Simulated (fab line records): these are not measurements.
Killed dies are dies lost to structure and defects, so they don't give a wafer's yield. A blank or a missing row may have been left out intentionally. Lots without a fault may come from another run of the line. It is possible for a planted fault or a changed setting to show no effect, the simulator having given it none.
The tool behind it: which one? || flow n5 finfet || 12 lots, 36 wafers sampled, at 3 steps of a route of 1938

WHAT THE GAUGES READ, wafer by wafer
N5_BEOL_M12_CD_MEAS_10 targets a cd of 140 nm.
{"lot": "L075", "measured": "day 12 16:10", "on": "cd sem-02", "cd nm (nm)": "135.3 138.0 139.2"}
{"lot": "L077", "measured": "day 12 20:39", "on": "cd sem-02", "cd nm (nm)": "139.8 139.5 140.6"}
{"lot": "L081", "measured": "day 13 17:29", "on": "cd sem-01", "cd nm (nm)": "135.7 132.7 137.9"}
{"lot": "L080", "measured": "day 13 18:57", "on": "cd sem-03", "cd nm (nm)": "140.3 140.1 142.3"}
{"lot": "L082", "measured": "day 14 08:26", "on": "cd sem-01", "cd nm (nm)": "143.6 138.8 141.4"}
{"lot": "L084", "measured": "day 15 00:46", "on": "cd sem-03", "cd nm (nm)": "137.4 140.0 137.7"}
{"lot": "L089", "measured": "day 15 09:17", "on": "cd sem-03", "cd nm (nm)": "137.7 133.0 136.7"}
{"lot": "L090", "measured": "day 16 04:25", "on": "cd sem-03", "cd nm (nm)": "140.0 139.2 137.9"}
{"lot": "L092", "measured": "day 17 00:56", "on": "cd sem-02", "cd nm (nm)": "140.3 143.2 142.2"}
{"lot": "L095", "measured": "day 17 07:27", "on": "cd sem-01", "cd nm (nm)": "140.5 137.4 138.1"}
{"lot": "L096", "measured": "day 17 08:23", "on": "cd sem-03", "cd nm (nm)": "138.5 139.6 141.1"}
{"lot": "L097", "measured": "day 18 01:17", "on": "cd sem-02", "cd nm (nm)": "140.3 138.4 141.5"}

WHICH TOOL RAN EACH LOT (tool, then ch and the chambers of the sampled wafers, then the start)
{"lot": "L075", "N5_BEOL_M11_ALD_74": "ald metal-03 ch 0,1,3, day 12 14:16", "N5_BEOL_M12_ILD_DEP_00": "pecvd-03 ch 0,2, day 12 15:44"}
{"lot": "L077", "N5_BEOL_M11_ALD_74": "ald metal-02 ch 0,1,3, day 12 18:19", "N5_BEOL_M12_ILD_DEP_00": "pecvd-04 ch 0,2, day 12 20:05"}
{"lot": "L081", "N5_BEOL_M11_ALD_74": "ald metal-02 ch 0,1,3, day 13 15:01", "N5_BEOL_M12_ILD_DEP_00": "pecvd-04 ch 0,1, day 13 17:03"}
{"lot": "L080", "N5_BEOL_M11_ALD_74": "ald metal-02 ch 1,2,3, day 13 15:23", "N5_BEOL_M12_ILD_DEP_00": "pecvd-03 ch 0,1,2, day 13 18:31"}
{"lot": "L082", "N5_BEOL_M11_ALD_74": "ald metal-02 ch 2,3, day 14 04:35", "N5_BEOL_M12_ILD_DEP_00": "pecvd-02 ch 1,2, day 14 07:53"}
{"lot": "L084", "N5_BEOL_M11_ALD_74": "ald metal-02 ch 2,3, day 14 22:29", "N5_BEOL_M12_ILD_DEP_00": "pecvd-03 ch 0,1, day 15 00:09"}
{"lot": "L089", "N5_BEOL_M11_ALD_74": "ald metal-02 ch 1,3, day 15 07:02", "N5_BEOL_M12_ILD_DEP_00": "pecvd-02 ch 0,1,2, day 15 08:52"}
{"lot": "L090", "N5_BEOL_M11_ALD_74": "ald metal-03 ch 0,3, day 16 02:25", "N5_BEOL_M12_ILD_DEP_00": "pecvd-03 ch 1,2, day 16 03:59"}
{"lot": "L092", "N5_BEOL_M11_ALD_74": "ald metal-02 ch 1,3, day 16 22:46", "N5_BEOL_M12_ILD_DEP_00": "pecvd-02 ch 1,2, day 17 00:23"}
{"lot": "L095", "N5_BEOL_M11_ALD_74": "ald metal-03 ch 1,2,3, day 17 05:01", "N5_BEOL_M12_ILD_DEP_00": "pecvd-03 ch 1,2, day 17 06:53"}
{"lot": "L096", "N5_BEOL_M11_ALD_74": "ald metal-03 ch 1,2,3, day 17 05:56", "N5_BEOL_M12_ILD_DEP_00": "pecvd-03 ch 1,2, day 17 07:50"}
{"lot": "L097", "N5_BEOL_M11_ALD_74": "ald metal-02 ch 0,2, day 17 22:36", "N5_BEOL_M12_ILD_DEP_00": "pecvd-03 ch 0,2, day 18 00:51"}
- N5_BEOL_M11_ALD_74: deposits TaN, target thk 2 nm, pulse time 2 s, purge time 3 s.
- N5_BEOL_M12_ILD_DEP_00: deposits SiOC from DEMS/O2, target thk 658.92 nm, time 130.7 s.

THE ANSWER, worked out from the rows above alone
Rule: the lots themselves supply what counts as usual. The widest of any qualifying gaps counts: lots, ordered by their means at a reading, are off when they make up no more than a third of the lots, leave a main group of 4 or more, and stand apart from it by 3 or more times the standard deviation of that group's means. Not used: any main group whose means are identical at the precision the tables above print for the reading. A lot without any number at a reading at which 4 lots or more have one is off too. The other lots that the step has rows for count as sound.
None of the lots is off at any reading shown; this tells nothing.

WHAT HAD BEEN PUT IN BY THE SIMULATOR
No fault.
